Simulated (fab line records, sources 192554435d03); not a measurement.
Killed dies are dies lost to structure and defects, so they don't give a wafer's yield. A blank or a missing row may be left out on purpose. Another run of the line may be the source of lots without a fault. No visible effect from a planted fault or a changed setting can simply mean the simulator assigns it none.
Which tool is to blame?    flow n5-finfet    Sampling: 15 lots, 43 wafers, 5 of 1938 route steps

WHAT THE GAUGES SHOWED, per wafer
N5_BEOL_M4_RC_MEAS_101. Usual: DIBL_N 37.2 mV/V, standard deviation 2.5; DIBL_P 38 mV/V, standard deviation 3; IOFF_N 0.17 nA/um, standard deviation 0.044; IOFF_P 0.24 nA/um, standard deviation 0.059; ION_N 667 uA/um, standard deviation 13; ION_P 461 uA/um, standard deviation 7.9; SS_N 71.8 mV/dec, standard deviation 0.86; SS_P 73.6 mV/dec, standard deviation 0.92; VT_N 250 mV, standard deviation 4.1; VT_P -249 mV, standard deviation 3.9.
lot   measured      on         DIBL_N (mV/V)   DIBL_P (mV/V)  IOFF_N (nA/um)  IOFF_P (nA/um)  ION_N (uA/um)  ION_P (uA/um)  SS_N (mV/dec)   SS_P (mV/dec)   VT_N (mV)    VT_P (mV)       flag
L626  day 8 10:58   prober-01  36.9 36.7 39.7  38 37 41       0.17 0.15 0.22  0.23 0.21 0.31  685 656 682    466 460 468    72.0 71.8 73.0  73.9 72.6 74.0  250 252 245  -247 -253 -243  
L627  day 9 11:11   prober-01  36.7 39.3 37.2  39 41 39       0.18 0.23 0.17  0.24 0.29 0.25  673 680 668    467 466 456    71.5 72.2 72.2  73.7 74.8 74.6  248 244 247  -250 -248 -250  
L629  day 9 11:36   prober-02  34.7 39.1 39.5  33 39 41       0.10 0.18 0.21  0.17 0.26 0.29  654 679 683    462 463 467    71.3 71.7 72.2  72.4 73.6 74.7  255 247 244  -251 -244 -244  
L628  day 9 19:04   prober-01  35.1 40.2       35 42          0.12 0.23       0.19 0.34       652 677        454 461        72.0 73.0       72.7 75.4       254 245      -250 -245       
L630  day 9 20:43   prober-01  38.4 37.4 39.7  38 38 40       0.17 0.16 0.20  0.24 0.23 0.29  684 667 682    465 460 475    71.6 72.3 72.5  74.1 73.9 74.6  251 254 248  -251 -250 -246  
L631  day 9 22:03   prober-01  30.9 34.6 34.8  31 35 35       0.08 0.12 0.13  0.13 0.18 0.18  630 668 656    442 462 452    70.1 70.9 70.5  71.6 72.9 73.3  263 254 252  -256 -254 -253  
L632  day 9 15:33   prober-02  37.6 36.2 38.3  37 36 38       0.18 0.15 0.20  0.23 0.22 0.26  676 660 675    461 458 473    71.5 71.5 71.7  73.5 73.6 73.7  248 253 246  -251 -250 -249  
L633  day 10 00:31  prober-02  38.5 37.5 37.5  38 37 36       0.18 0.15 0.16  0.27 0.23 0.22  677 658 670    480 460 459    71.3 71.7 71.0  73.6 73.5 73.3  249 252 247  -244 -247 -246  
L634  day 10 06:31  prober-02  38.5 37.0 39.3  41 38 41       0.19 0.17 0.20  0.27 0.23 0.28  672 666 677    464 463 466    72.4 71.6 72.4  74.5 73.1 74.2  252 249 250  -248 -248 -246  
L636  day 11 02:34  prober-02  38.9 36.1 36.7  40 38 39       0.21 0.15 0.16  0.27 0.23 0.23  679 646 671    464 446 465    72.4 71.6 71.4  74.0 74.0 73.3  248 252 250  -246 -253 -249  
L637  day 11 13:14  prober-01  43.1 33.8 40.1  43 32 40       0.26 0.10 0.21  0.44 0.21 0.39  691 654 676    484 476 478    73.7 71.2 72.3  75.0 71.1 74.7  245 260 246  -238 -247 -237  
L638  day 11 13:54  prober-02  34.6 36.5 36.0  37 40 38       0.16 0.19 0.18  0.22 0.27 0.22  666 681 671    461 469 461    71.6 71.9 71.8  72.7 73.8 74.0  248 246 247  -247 -246 -251  
L639  day 12 05:06  prober-02  39.0 34.9 36.5  39 36 38       0.19 0.12 0.15  0.23 0.18 0.21  678 659 672    460 457 455    72.2 71.4 71.8  73.8 72.9 73.5  248 252 250  -249 -252 -252  
L641  day 12 13:00  prober-01  36.6 36.0       37 36          0.15 0.15       0.25 0.22       659 669        464 462        70.8 71.0       73.8 73.1       248 250      -248 -252       
L648  day 14 02:14  prober-02  32.1 32.5 34.2  33 32 36       0.11 0.11 0.14  0.15 0.15 0.19  655 664 672    449 453 465    70.3 70.4 70.5  71.7 72.1 72.6  254 255 252  -254 -256 -251  

TOOL THAT RAN EACH LOT (tool first, then ch and the chambers of the sampled wafers, then the start)
lot   N5_BEOL_M0_TRENCH_ETCH_107         N5_BEOL_M0_ALD_136                   N5_BEOL_M0_CVD_115               N5_BEOL_M0_SPUTTER_116
L626  rie-diel-04 ch 1,2,3, day 6 04:09  ald-metal-01 ch 0,1,2, day 6 06:07   cvd-co-02 ch 0,1, day 6 06:42    pvd-sputter-02, day 6 07:14
L627  rie-diel-02 ch 2,3, day 6 17:11    ald-metal-04 ch 0,2, day 6 18:09     cvd-co-01 ch 0,1,2, day 6 19:14  pvd-sputter-01, day 6 19:26
L629  rie-diel-04 ch 0,2,3, day 6 22:22  ald-metal-03 ch 1,2, day 6 23:22     cvd-co-01 ch 0,1, day 6 23:39    pvd-sputter-03, day 6 23:45
L628  rie-diel-02 ch 0,2, day 7 04:04    ald-metal-03 ch 0,3, day 7 05:16     cvd-co-01 ch 1,2, day 7 05:46    pvd-sputter-02, day 7 06:06
L630  rie-diel-06 ch 0,2, day 7 04:22    ald-metal-01 ch 0,1,3, day 7 05:25   cvd-co-02 ch 0,1, day 7 05:49    pvd-sputter-02, day 7 06:32
L631  rie-diel-06 ch 0,1,2, day 7 07:22  ald-metal-03 ch 2,3, day 7 10:11     cvd-co-02 ch 0,1,2, day 7 10:50  pvd-sputter-02, day 7 10:58
L632  rie-diel-02 ch 0,2,3, day 7 11:40  ald-metal-01 ch 0,2,3, day 7 14:59   cvd-co-02 ch 0,1,2, day 7 15:20  pvd-sputter-01, day 7 15:35
L633  rie-diel-04 ch 0,1,2, day 7 17:11  ald-metal-03 ch 0,1,2, day 7 20:48   cvd-co-02 ch 0,1, day 7 21:22    pvd-sputter-03, day 7 21:32
L634  rie-diel-02 ch 0,2, day 8 05:07    ald-metal-01 ch 0,3, day 8 06:39     cvd-co-01 ch 0,1,2, day 8 07:01  pvd-sputter-03, day 8 07:08
L636  rie-diel-04 ch 0,3, day 8 19:20    ald-metal-03 ch 0,2, day 8 20:45     cvd-co-02 ch 0,2, day 8 21:03    pvd-sputter-02, day 8 21:10
L637  rie-diel-06 ch 0,1,3, day 9 01:40  ald-metal-01 ch 1,2,3, day 9 02:14   cvd-co-01 ch 1,2, day 9 04:07    pvd-sputter-01, day 9 04:14
L638  rie-diel-04 ch 0,2, day 9 04:37    ald-metal-01 ch 0,1,3, day 9 05:46   cvd-co-02 ch 0,1,2, day 9 07:08  pvd-sputter-02, day 9 07:16
L639  rie-diel-06 ch 2,3, day 9 11:34    ald-metal-04 ch 0,2, day 9 12:17     cvd-co-02 ch 1,2, day 9 14:27    pvd-sputter-01, day 9 14:36
L641  rie-diel-06 ch 1, day 9 23:58      ald-metal-01 ch 1, day 10 01:08      cvd-co-02 ch 1,2, day 10 01:43   pvd-sputter-03, day 10 03:12
L648  rie-diel-04 ch 0,2, day 11 14:39   ald-metal-04 ch 0,1,3, day 11 15:43  cvd-co-01 ch 1,2, day 11 16:13   pvd-sputter-03, day 11 17:33
- N5_BEOL_M0_TRENCH_ETCH_107: etches SiOC in C4F6/O2, target depth 32.8 nm, time 16.4 s.
- N5_BEOL_M0_ALD_136: deposits TaN, pulse time 2 s, purge time 3 s, co reactant purge time 2 s.
- N5_BEOL_M0_CVD_115: deposits Co from CCTBA/H2, time 120 s.
- N5_BEOL_M0_SPUTTER_116: material Cu, target thk 4 nm, time 7.37 s.

WHAT THE TOOLS THEMSELVES READ (means of the sampled wafers that have a number; where no wafer has one, the mark that the record gives instead)
N5_BEOL_M0_TRENCH_ETCH_107. Usual: drypump-motor-current-A 5.9 A, standard deviation 0.42; oes-product-au 0.78 a.u., standard deviation 0.081; rf-fwd-power-W 348.5 W, standard deviation 2.2; rf-vpp-V 663 V, standard deviation 13; showerhead-plenum-p-Torr 2.87 Torr, standard deviation 0.099; throttle-valve-pct 20.80 %, standard deviation 0.24.
lot   tool         drypump-motor-current-A (A)  oes-product-au (a.u.)  rf-fwd-power-W (W)  rf-vpp-V (V)  showerhead-plenum-p-Torr (Torr)  throttle-valve-pct (%)  flag
L626  rie-diel-04  5.9                          0.75                   349.5               656           2.88                             20.79                   
L627  rie-diel-02  6.2                          0.70                   348.5               672           2.84                             21.15                   
L629  rie-diel-04  5.9                          0.81                   348.7               655           2.89                             20.71                   
L628  rie-diel-02  5.8                          0.71                   351.3               660           2.77                             20.77                   
L630  rie-diel-06  5.4                          0.74                   346.5               652           2.84                             20.79                   
L631  rie-diel-06  5.7                          0.77                   347.8               658           2.82                             20.71                   
L632  rie-diel-02  6.1                          0.70                   349.7               670           2.78                             20.98                   
L633  rie-diel-04  5.9                          0.81                   349.7               664           2.96                             20.84                   
L634  rie-diel-02  5.8                          0.72                   350.8               660           2.74                             20.70                   
L636  rie-diel-04  5.9                          0.74                   346.8               650           2.79                             20.69                   
L637  rie-diel-06  6.2                          0.77                   347.4               672           2.86                             20.68                   
L638  rie-diel-04  5.9                          0.84                   348.3               660           2.97                             20.80                   
L639  rie-diel-06  5.9                          0.75                   348.3               672           2.90                             20.76                   
L641  rie-diel-06  5.7                          0.79                   346.2               662           2.76                             20.68                   
L648  rie-diel-04  6.0                          0.81                   347.7               657           2.96                             20.81                   

N5_BEOL_M0_ALD_136. Usual: heater-power-w reads 417 W (standard deviation 57).
lot   tool          heater-power-w (W)  flag
L626  ald-metal-01  426                 
L627  ald-metal-04  447                 
L629  ald-metal-03  378                 
L628  ald-metal-03  446                 
L630  ald-metal-01  435                 
L631  ald-metal-03  405                 
L632  ald-metal-01  408                 
L633  ald-metal-03  407                 
L634  ald-metal-01  473                 
L636  ald-metal-03  440                 
L637  ald-metal-01  375                 
L638  ald-metal-01  441                 
L639  ald-metal-04  441                 
L641  ald-metal-01  434                 
L648  ald-metal-04  432                 

N5_BEOL_M0_CVD_115. Usual: run-length-s reads 142.8 s (standard deviation 0.55).
lot   tool       run-length-s (s)  flag
L626  cvd-co-02  142.6             
L627  cvd-co-01  143.3             
L629  cvd-co-01  142.9             
L628  cvd-co-01  143.2             
L630  cvd-co-02  142.4             
L631  cvd-co-02  142.4             
L632  cvd-co-02  142.6             
L633  cvd-co-02  142.6             
L634  cvd-co-01  143.2             
L636  cvd-co-02  142.5             
L637  cvd-co-01  143.5             
L638  cvd-co-02  118.5             OFF
L639  cvd-co-02  119.0             OFF
L641  cvd-co-02  71.0              OFF
L648  cvd-co-01  143.6             

N5_BEOL_M0_SPUTTER_116. Usual: throttle-valve-pct reads 29.8 % (standard deviation 1).
lot   tool            throttle-valve-pct (%)  flag
L626  pvd-sputter-02  30.4                    
L627  pvd-sputter-01  29.9                    
L629  pvd-sputter-03  30.2                    
L628  pvd-sputter-02  30.2                    
L630  pvd-sputter-02  29.6                    
L631  pvd-sputter-02  28.0                    
L632  pvd-sputter-01  29.7                    
L633  pvd-sputter-03  30.4                    
L634  pvd-sputter-03  30.6                    
L636  pvd-sputter-02  29.3                    
L637  pvd-sputter-01  30.0                    
L638  pvd-sputter-02  28.0                    
L639  pvd-sputter-01  30.3                    
L641  pvd-sputter-03  30.3                    
L648  pvd-sputter-03  30.3                    

THE ANSWER, worked out from the rows above alone
Rule: a lot is off if the mean of its wafers that have a number lies more than 3 standard deviations from the usual mean. A lot without any number at a reading at which 4 lots or more have one is off too. Where the step has rows for the other lots, those lots are counted as sound. Order of review: gauges by route order, followed by the tools' own readings, for which a lot's mean as printed above is used. The first step at which some lot is off is used, and at that step the reading that is off furthest; a lot without a number counts as furthest.
Off: L638, L639, L641, at N5_BEOL_M0_CVD_115 (run-length-s).
A tool fits if, at that step or a process step before it, it ran every lot that is off, and no sound lot after the first of them. One candidate fits, namely cvd-co-02 at N5_BEOL_M0_CVD_115. A fault onset in the window from L636 (day 8 21:03, its last sound lot) to L638 (day 9 07:08, its first lot off) fits.
The tool's own readings at N5_BEOL_M0_CVD_115 bear it out: on the lots that are off they differ by more than 5 times the standard deviation of the sound lots' means. run-length-s reads 102.8 s there against 142.9 s on the sound lots.

WHAT HAD BEEN PUT IN BY THE SIMULATOR
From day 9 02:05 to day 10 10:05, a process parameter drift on cvd-co-02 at N5_BEOL_M0_CVD_115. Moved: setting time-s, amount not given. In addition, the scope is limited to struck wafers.
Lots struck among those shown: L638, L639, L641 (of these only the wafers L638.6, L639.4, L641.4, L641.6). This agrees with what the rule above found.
